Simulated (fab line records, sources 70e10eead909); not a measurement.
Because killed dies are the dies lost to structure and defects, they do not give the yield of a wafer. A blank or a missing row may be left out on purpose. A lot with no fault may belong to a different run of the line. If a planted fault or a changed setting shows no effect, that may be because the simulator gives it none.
Which tool was responsible? ; flow nand_harc ; 14 lots (42 wafers sampled), 1 step of a 1159-step route

WHAT THE GAUGES SHOWED, per wafer
NHARC_A_SLIT_CD_MEAS_21. Usual: cd_nm reads 289.7 nm (standard deviation 0.88).
lot;measured;on;cd_nm (nm);flag
L829;day 14 05:02;cd_sem-02;290.6 290.9 290.2;
L828;day 14 06:42;cd_sem-01;290.6 291.3 290.9;
L830;day 15 00:02;cd_sem-02;290.1 288.6 287.8;
L834;day 15 13:15;cd_sem-02;289.9 289.8 291.4;
L835;day 15 14:50;cd_sem-03;289.0 289.5 289.9;
L833;day 15 15:12;cd_sem-02;289.7 290.3 289.4;
L832;day 15 16:31;cd_sem-03;290.7 289.0 289.6;
L836;day 16 22:20;cd_sem-02;287.6 289.1 287.8;
L842;day 17 19:22;cd_sem-03;288.6 288.1 289.4;
L841;day 17 19:31;cd_sem-03;290.6 289.8 291.0;
L844;day 18 12:07;cd_sem-03;290.7 291.8 289.8;
L850;day 20 04:25;cd_sem-03;291.0 290.4 290.1;
L849;day 20 05:49;cd_sem-02;289.8 289.7 290.4;
L851;day 20 16:20;cd_sem-02;288.9 288.5 289.5;

WHAT TOOL EACH LOT RAN ON (gives the tool, then ch and the chambers of the sampled wafers, and finally the start)
The record holds no process step before these readings.

AS READ BY THE TOOLS THEMSELVES (means over the sampled wafers that have a number; for cases with no such wafer, the mark the record gives instead)
The record holds no such reading with a usual standard deviation.

THE ANSWER, worked out from the rows above alone
Rule: lot off if the mean of its wafers having a number is beyond 3 standard deviations from the usual mean. A lot without any number at a reading at which 4 lots or more have one is off too. Where the step has rows for the other lots, those lots are counted as sound. Order of review: gauges by route order, followed by the tools' own readings, for which a lot's mean as printed above is used. At the first step where some lot is off, the reading lying furthest off is the one used; lots without a number count as furthest.
Nothing can be told from this: no lot is off at any reading shown.

WHAT THE SIMULATOR HAD PUT IN
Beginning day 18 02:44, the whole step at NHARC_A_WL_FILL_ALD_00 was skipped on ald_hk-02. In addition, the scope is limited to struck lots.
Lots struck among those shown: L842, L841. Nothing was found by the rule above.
